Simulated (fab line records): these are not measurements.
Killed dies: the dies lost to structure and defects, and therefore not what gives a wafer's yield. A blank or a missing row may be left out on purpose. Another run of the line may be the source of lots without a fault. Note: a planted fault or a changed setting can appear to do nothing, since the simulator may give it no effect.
Struck lot and sound lot, side by side :: flow nand harc :: 28 steps out of a route of 1159
Sound: these wafers, L983.3, L983.5, L983.6. Wafers struck: L980.1, L980.5, L980.6. The cause comes at the end.
Per side, at each step with rows, come the tool, then ch with its chambers, and then its first start. Under that, the readings that differ: sound wafers :: struck wafers :: difference of the means :: sigmas: that difference in standard deviations of wafers without a fault.
alike: words and numbers the same on both sides, and readings whose means are apart by under 2 such deviations; not compared: readings that were withheld, readings missing a value for some wafer, numbers with overlapping values and no deviation given by the record, and bounds like >300 which may hide the same value.
Wherever a step has rows on one side only, a row that says differs or no value, or a row with sigmas, the two part there. Numbers that have no deviation but don't overlap get no sigmas and don't part them. A reading missing from all wafers of one side parts the sides only when that side holds two or more wafers.

first, 1 step without rows for these wafers: NHARC_A_CONTACT_ETCH_132 (etches the open film in C4F8/O2/Ar, time 156 s, target depth 958 nm).
NHARC_A_CONTACT_ETCH_133: etches the open film in C4F8/O2/Ar, time 195 s, target depth 840 nm.
  sound on har cap etch-02 ch 0,1, day 19 21:08; struck on har cap etch-02 ch 0,1, day 19 17:04
  not compared: rf hours counter h
NHARC_A_CONTACT_ETCH_91: etches the open film in CH3F/O2, target depth 40 nm, time 85.7 s.
  sound on rie diel-01 ch 0,1, day 19 21:38; struck on rie diel-11 ch 0,1, day 19 17:46
  alike: ch3f flow sccm, drypump motor current A, oes product au, rf vpp V, showerhead plenum p Torr, throttle valve pct
  not compared: rf hours counter h
NHARC_A_CONTACT_ETCH_97: etches the open film in C4F6/O2, target depth 20 nm, time 10 s.
  sound on rie diel-01 ch 0,3; struck on rie diel-11 ch 0,1,3
  alike: drypump motor current A, oes product au, rf vpp V, showerhead plenum p Torr, throttle valve pct
  not compared: rf hours counter h
NHARC_A_CONTACT_CD_MEAS_80:
  sound: cd sem-03 at day 19 22:03; struck: cd sem-02 at day 19 17:59
  alike: cd nm
then, 3 steps without rows for these wafers: NHARC_A_CONTACT_STRIP_103 (strips in N2/H2); NHARC_A_CONTACT_STRIP_104 (strips in CF4/CHF3); NHARC_A_CONTACT_STRIP_105 (strips in O2/COS).
NHARC_A_CONTACT_ETCH_106: etches the open film in CF4/O2, target depth 60 nm, overetch 6 nm, time 33 s.
  sound on rie diel-11 ch 0,3, day 19 22:20; struck on rie diel-11 ch 0,1,3, day 19 18:21
  alike: drypump motor current A, oes product au, rf vpp V, showerhead plenum p Torr, throttle valve pct
  not compared: rf hours counter h
then, 2 steps without rows for these wafers: NHARC_A_CONTACT_STRIP_82 (strips in O2); NHARC_A_CONTACT_STRIP_83 (strips in post etch residue remover, time 600 s).
NHARC_A_CONTACT_DEP_84: deposits aC, target thk 2000 nm.
  sound on acl dep-02 ch 0, day 20 00:16; struck on acl dep-03 ch 0, day 19 19:00
  alike: throttle valve pct
NHARC_A_CONTACT_DEP_85: deposits SiON, target thk 50 nm.
  sound on pecvd-04 ch 0,1, day 20 01:07; struck on pecvd-02 ch 0,1, day 19 20:34
  alike: heater power w
then, 10 steps without rows for these wafers: NHARC_A_CONTACT_DEHYDRATE_00 (time 120 s); NHARC_A_CONTACT_HMDS_01 (time 30 s); NHARC_A_CONTACT_COAT_86 (time 75 s); NHARC_A_CONTACT_COAT_87 (time 65 s); NHARC_A_CONTACT_COAT_02 (resist thk 90 nm); NHARC_A_CONTACT_SOFTBAKE_03 (time 55 s); NHARC_A_CONTACT_EBR_04; NHARC_A_CONTACT_EXPOSE_05 (exposes mask A CC); NHARC_A_CONTACT_PEB_06 (peb time 65 s); NHARC_A_CONTACT_DEVELOP_07 (develop time 35 s).
NHARC_A_CONTACT_CD_MEAS_08: the cd target is 100 nm.
  sound on cd sem-01 ch 0, day 20 01:43; struck on cd sem-02 ch 0, day 19 21:14
  alike: cd nm
NHARC_A_CONTACT_OVL_MEAS_09:
  sound: overlay-02 at day 20 01:48; struck: overlay-02 at day 19 21:20
  alike: overlay x nm, overlay y nm
NHARC_A_CONTACT_INSPECT_10:
  sound: defect inspect-01 at day 20 01:50; struck: defect inspect-01 at day 19 21:22
reading: raw defect count
sound: 14 18 13
struck: 429 448 478
difference: +437
sigmas: +26
then, 1 step without rows for these wafers: NHARC_A_CONTACT_DESCUM_13 (chemistry O2, time 3 s).
-- record jumps: 2 days between struck wafers' starts before vs after; left off in module A_CONTACT, resumes in module END, first step shown is number 1159 of the route --
NHARC_END_SORT_01:
  the record has rows for the struck wafers here (prober-01 ch 0, day 22 01:40) and none for the sound ones

WHERE THEY PART
Last at NHARC_END_SORT_01 as far as this record goes, first at NHARC_A_CONTACT_INSPECT_10.

WHY: what the simulator had put in
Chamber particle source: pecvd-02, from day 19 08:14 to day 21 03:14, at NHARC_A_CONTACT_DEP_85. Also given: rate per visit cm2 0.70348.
